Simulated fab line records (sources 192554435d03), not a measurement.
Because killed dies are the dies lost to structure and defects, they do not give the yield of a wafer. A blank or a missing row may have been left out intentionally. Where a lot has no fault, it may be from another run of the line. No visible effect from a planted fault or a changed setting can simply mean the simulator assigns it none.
Matching of chambers + flow n5-finfet + rie-diel-02 running N5_MOL_CONTACT_COAG_DESCUM_88: 4 sister chambers
The step chemistry O2, time 7 s. 4 wafers are shown with their chamber, then 7 later ones without.

== EACH WAFER AND ITS CHAMBER ==
| wafer  | chamber | showerhead-plenum-p-Torr (Torr) |
|--------|---------|---------------------------------|
| L090.2 | 2       | 2.15                            |
| L090.3 | 3       | 2.12                            |
| L090.4 | 1       | 2.15                            |
| L090.5 | 0       | 1.98                            |

== WAFERS WITHOUT THEIR CHAMBER ==
| wafer  | showerhead-plenum-p-Torr (Torr) |
|--------|---------------------------------|
| L090.6 | 2.15                            |
| L094.4 | 2.14                            |
| L094.5 | 2.12                            |
| L094.6 | 2.15                            |
| L095.2 | 2.14                            |
| L095.4 | 2.12                            |
| L095.5 | 2.15                            |

== WHICH CHAMBER EACH WENT THROUGH ==
| wafer  | from the rows above          | in truth |
|--------|------------------------------|----------|
| L090.6 | can't be placed: 1 or 2      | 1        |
| L094.4 | can't be placed: 1 or 2 or 3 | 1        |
| L094.5 | 3                            | 3        |
| L094.6 | can't be placed: 1 or 2      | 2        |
| L095.2 | can't be placed: 1 or 2 or 3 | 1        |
| L095.4 | 3                            | 3        |
| L095.5 | can't be placed: 1 or 2      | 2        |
Placed correctly: 2 of 7. Not placeable from these rows: 5 (in 5, the candidates include the true chamber). Placed wrongly: 0.
How it was worked out, from the rows above alone: a wafer's distance from a chamber is the root of the sum, over the readings, of the square of ((its reading less the chamber's mean) divided by the reading's scatter). If the next closest chamber is less than 2 further off than the closest, the wafer can't be placed; otherwise it belongs to the closest. Each chamber's mean is taken over the wafers shown for it. The scatter (one wafer shown for each chamber): square how far every hidden wafer sits from the nearest shown wafer, average those squares and take the square root.
